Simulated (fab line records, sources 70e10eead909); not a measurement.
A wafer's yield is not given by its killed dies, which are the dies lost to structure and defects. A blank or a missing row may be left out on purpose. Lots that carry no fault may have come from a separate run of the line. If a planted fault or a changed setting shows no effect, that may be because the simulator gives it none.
Which of the tools did it?    flow nand_harc    6 lots with 18 wafers sampled at 3 steps, on a route of 1159 steps

== WHAT THE GAUGES SHOWED, per wafer ==
NHARC_A_ONON_D1_THK_MEAS_27: measures by ellipsometry.
lot   measured      on             thk_nm (nm)
L860  day 8 10:14   film_metro-02  1010 1011 1009
L863  day 8 23:25   film_metro-02  996 998 996
L865  day 9 20:19   film_metro-02  1000 998 1000
L866  day 10 00:13  film_metro-02  990 989 990
L870  day 10 11:08  film_metro-02  986 985 987
L871  day 11 03:25  film_metro-02  585 585 585

== WHICH TOOL RAN EACH LOT (tool, then ch and the chambers of the sampled wafers, then the start) ==
lot   NHARC_A_ZERO_WELL_ETCH_13        NHARC_A_ONON_D1_DEP_25
L860  rie_si-03 ch 0,1, day 6 21:28    pecvd_onon-02 ch 0, day 8 09:53
L863  rie_si-01 ch 0,1,2, day 7 13:43  pecvd_onon-04 ch 0, day 8 23:01
L865  rie_si-01 ch 0,1,2, day 8 05:55  pecvd_onon-01 ch 0, day 9 19:47
L866  rie_si-03 ch 1,2,3, day 8 14:01  pecvd_onon-01 ch 0, day 9 23:42
L870  rie_si-03 ch 0,2,3, day 9 01:38  pecvd_onon-04 ch 0, day 10 10:38
L871  rie_si-05 ch 1,2,3, day 9 15:45  pecvd_onon-01 ch 0, day 11 02:54
- NHARC_A_ZERO_WELL_ETCH_13: etches the open film in HBr/Cl2, target depth 120 nm, time 40.1 s.
- NHARC_A_ONON_D1_DEP_25: target thk 1000 nm.

== THE ANSWER, worked out from the rows above alone ==
Rule: the usual values come from the lots themselves. The widest of any qualifying gaps counts: lots, ordered by their means at a reading, are off when they make up no more than a third of the lots, leave a main group of 4 or more, and stand apart from it by 3 or more times the standard deviation of that group's means. Not used: any main group whose means are identical at the precision the tables above print for the reading. A lot without any number at a reading at which 4 lots or more have one is off too. The other lots that the step has rows for count as sound.
Off at NHARC_A_ONON_D1_THK_MEAS_27 (thk_nm): L871. The main group: mean 996 nm, standard deviation 8.3.
A tool fits if, at a process step before that reading, it ran every lot that is off, and no sound lot after the first of them. Gauges at NHARC_A_ONON_D1_THK_MEAS_27: tried the same way as those tools. Can't be told from this: 3 tools fit, rie_si-05 at NHARC_A_ZERO_WELL_ETCH_13, pecvd_onon-01 at NHARC_A_ONON_D1_DEP_25, film_metro-02 at NHARC_A_ONON_D1_THK_MEAS_27.

== WHAT THE SIMULATOR HAD INSERTED ==
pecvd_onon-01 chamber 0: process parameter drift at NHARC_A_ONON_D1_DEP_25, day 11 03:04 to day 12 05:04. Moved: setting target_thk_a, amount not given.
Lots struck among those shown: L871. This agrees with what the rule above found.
